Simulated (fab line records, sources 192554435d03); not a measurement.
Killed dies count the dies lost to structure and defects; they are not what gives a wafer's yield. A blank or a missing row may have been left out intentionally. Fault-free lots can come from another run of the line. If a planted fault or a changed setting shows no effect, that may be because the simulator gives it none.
2 desks, one fault	flow n5 finfet	what lay behind the numbers comes last; until then each desk has only its own

THE METROLOGY DESK
What the gauges read for every lot (on any tool): the sampled wafers with a number, averaged. If a lot's mean is further than 4 standard deviations from the usual mean, the lot is out of limits and carries the mark OUT (the distance appears in the brackets).
Columns: A = cd nm at N5_BEOL_M12_CD_MEAS_10, usual 140.3 nm; B = trench depth nm at N5_BEOL_M12_OCD_MEAS_35, usual 317 nm; C = M12_THK at N5_BEOL_M12_THK_MEAS_50, usual 324 nm; D = M12_RS at N5_BEOL_M12_RS_MEAS_54, usual 0.0605 ohm/sq
lot	first seen here	A	B	C	D
L104	day 11 17:25	140.1	311	316	0.0618
L105	day 11 17:39	141.2	323	329	0.0593
L108	day 13 17:59	141.5	313	322	0.0616
L110	day 14 17:14	140.0	318	324	0.0601
L115	day 16 06:40	140.9	304	310	0.0628
L117	day 16 09:11	139.9	308	310	0.0620
L106	day 16 18:22	141.0	322	333	0.0594
L120	day 17 03:09	139.9	292 (-4.8) OUT	296	0.0657 (+4.7) OUT
L125	day 18 03:51	140.0	321	332	0.0595
L126	day 18 05:46	140.8	315	326	0.0607
This desk finds L120 out of limits, L120 being first, at day 17 04:49 (trench depth nm at N5_BEOL_M12_OCD_MEAS_35). In limits: L104, L105, L108, L110, L115, L117, L106, L125, L126.

DESK OF THE TOOL OWNER: rie diel-03
The tool's own readings at N5_BEOL_M12_TRENCH_ETCH_34 (etches SiOC in C4F8/O2/Ar, target depth 318.95 nm, time 125.5 s): means of the sampled wafers that have a number, for each lot that ran on this tool. If a lot's mean is further than 4 standard deviations from the usual mean, the lot is out of limits and carries the mark OUT (the distance appears in the brackets).
Columns: A = drypump motor current A at N5_BEOL_M12_TRENCH_ETCH_34, usual 6.0 A; B = oes product au at N5_BEOL_M12_TRENCH_ETCH_34, usual 0.80 a.u.; C = rf vpp V at N5_BEOL_M12_TRENCH_ETCH_34, usual 664 V; D = showerhead plenum p Torr at N5_BEOL_M12_TRENCH_ETCH_34, usual 3.37 Torr; E = throttle valve pct at N5_BEOL_M12_TRENCH_ETCH_34, usual 24.23 %
lot	first seen here	A	B	C	D	E
L105	day 11 19:19	6.3	0.86	667	3.48	24.46
L108	day 13 19:28	5.9	0.83	664	3.37	24.37
L115	day 16 08:02	6.2	0.79	664	3.38	24.19
L117	day 16 10:50	6.2	0.83	666	3.48	24.49
L120	day 17 04:40	5.8	0.81	664	3.40	24.41
This desk's finding: nothing out of limits on any of the 5 lots.

TAKEN TOGETHER
L120 would have let the metrology desk raise an alarm at day 17 04:49.
Nothing out of limits was seen by the tool owner's desk.
The tool owner's desk has L120 on record, within its limits.
Every lot named ran N5_BEOL_M12_TRENCH_ETCH_34 on rie diel-03.

WHAT THE SIMULATOR PUT IN
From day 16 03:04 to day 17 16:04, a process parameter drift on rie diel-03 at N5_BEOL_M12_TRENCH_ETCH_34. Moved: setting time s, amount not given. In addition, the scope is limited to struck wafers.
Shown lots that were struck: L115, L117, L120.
Per desk, hours elapsed from the start of the fault to the first reading out of limits: for the metrology desk, 26.
